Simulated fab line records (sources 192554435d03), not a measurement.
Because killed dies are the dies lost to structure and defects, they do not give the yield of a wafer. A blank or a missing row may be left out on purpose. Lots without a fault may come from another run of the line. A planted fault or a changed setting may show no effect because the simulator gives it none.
What tool caused it?	flow n5_finfet	8 lots, 24 wafers sampled, at 6 steps of a route of 1938

WHAT EACH GAUGE READ, for each wafer
N5_BEOL_M0_SAQP_CD_MEAS_14 targets a cd of 42.5 nm.
lot	measured	on	cd_nm (nm)
L075	day 5 21:03	cd_sem-01	42.7 43.2 42.0
L077	day 6 08:38	cd_sem-02	42.5 42.5 42.5
L082	day 7 12:49	cd_sem-01	43.0 42.5 43.0
L084	day 8 00:55	cd_sem-02	42.4 42.5 42.3
L086	day 8 14:04	cd_sem-02	42.3 42.2 42.3
L090	day 9 11:12	cd_sem-03	42.4 42.5 42.9
L092	day 9 22:22	cd_sem-01	42.4 42.6 42.5
L094	day 10 11:23	cd_sem-02	43.2 43.1 42.5

EACH LOT AND THE TOOL THAT RAN IT (in order: tool; ch and the chambers of the sampled wafers; start)
lot	N5_MOL_CONTACT_COAG_ETCH_91	N5_MOL_CONTACT_COAG_VIA_ETCH_46	N5_MOL_CONTACT_COAG_ETCH_67	N5_MOL_CONTACT_COAG_VIA_ETCH_117	N5_MOL_CONTACT_COAG_CMP_52
L075	rie_diel-02 ch 1,2, day 5 12:34	rie_diel-02 ch 1,2, day 5 12:41	rie_diel-06 ch 0,2,3, day 5 14:19	rie_diel-06 ch 0,2,3, day 5 14:26	cmp-02 ch 0,3, day 5 15:19
L077	rie_diel-02 ch 1,2,3, day 6 00:52	rie_diel-02 ch 1,2,3, day 6 00:59	rie_diel-02 ch 1,2,3, day 6 02:15	rie_diel-02 ch 1,2,3, day 6 02:22	cmp-03 ch 0,3, day 6 03:10
L082	rie_diel-02 ch 2,3, day 7 05:05	rie_diel-02 ch 2,3, day 7 05:13	rie_diel-02 ch 1,2, day 7 06:26	rie_diel-02 ch 1,2, day 7 06:33	cmp-03 ch 1,2, day 7 07:22
L084	rie_diel-06 ch 0,1, day 7 16:05	rie_diel-06 ch 0,1, day 7 16:13	rie_diel-06 ch 1,2,3, day 7 17:29	rie_diel-06 ch 1,2,3, day 7 17:37	cmp-03 ch 0,1,2, day 7 18:25
L086	rie_diel-02 ch 0,1,3, day 8 05:41	rie_diel-02 ch 0,1,3, day 8 05:48	rie_diel-06 ch 0,1,2, day 8 07:16	rie_diel-06 ch 0,1,2, day 8 07:24	cmp-02 ch 0,1,2, day 8 08:17
L090	rie_diel-06 ch 2,3, day 9 02:35	rie_diel-06 ch 2,3, day 9 02:43	rie_diel-02 ch 1,3, day 9 03:50	rie_diel-02 ch 1,3, day 9 03:58	cmp-02 ch 0,3, day 9 04:48
L092	rie_diel-03 ch 0,2,3, day 9 14:41	rie_diel-03 ch 0,2,3, day 9 14:48	rie_diel-06 ch 1,3, day 9 15:57	rie_diel-06 ch 1,3, day 9 16:05	cmp-02 ch 1,2,3, day 9 16:57
L094	rie_diel-03 ch 1,2,3, day 10 03:46	rie_diel-03 ch 1,2,3, day 10 03:53	rie_diel-06 ch 0,1, day 10 05:12	rie_diel-06 ch 0,1, day 10 05:19	cmp-02 ch 0,1, day 10 06:07
- N5_MOL_CONTACT_COAG_ETCH_91: etches SOC in N2/H2, target depth 60 nm, overetch 21 nm, time 101.2 s.
- N5_MOL_CONTACT_COAG_VIA_ETCH_46: etches SiO2 in C4F6/O2, target depth 46 nm, overetch 9.2 nm, time 40 s.
- N5_MOL_CONTACT_COAG_ETCH_67: etches SOC in N2/H2, target depth 60 nm, overetch 21 nm, time 101.2 s.
- N5_MOL_CONTACT_COAG_VIA_ETCH_117: etches SiO2 in C4F6/O2, target depth 40 nm, overetch 8 nm, time 26 s.
- N5_MOL_CONTACT_COAG_CMP_52: polishes, stops on SiO2, t overpolish 1.5 s, target thk 66.5 nm.

THE ANSWER, worked out from the rows above alone
Rule: what is usual is taken from the lots themselves. Put in order of their means at a reading, lots are off if they are a third of the lots or fewer, leave a main group of 4 or more, and stand apart from it by a gap of 3 or more times the standard deviation of the main group's means; of several such gaps the widest counts. If all means in a main group match to the digits the tables above print for the reading, that group is not used. A lot without any number at a reading at which 4 lots or more have one is off too. Any other lot the step has rows for is counted as sound.
No lot is off at any reading shown: from this, nothing can be told.

WHAT THE SIMULATOR HAD INSERTED
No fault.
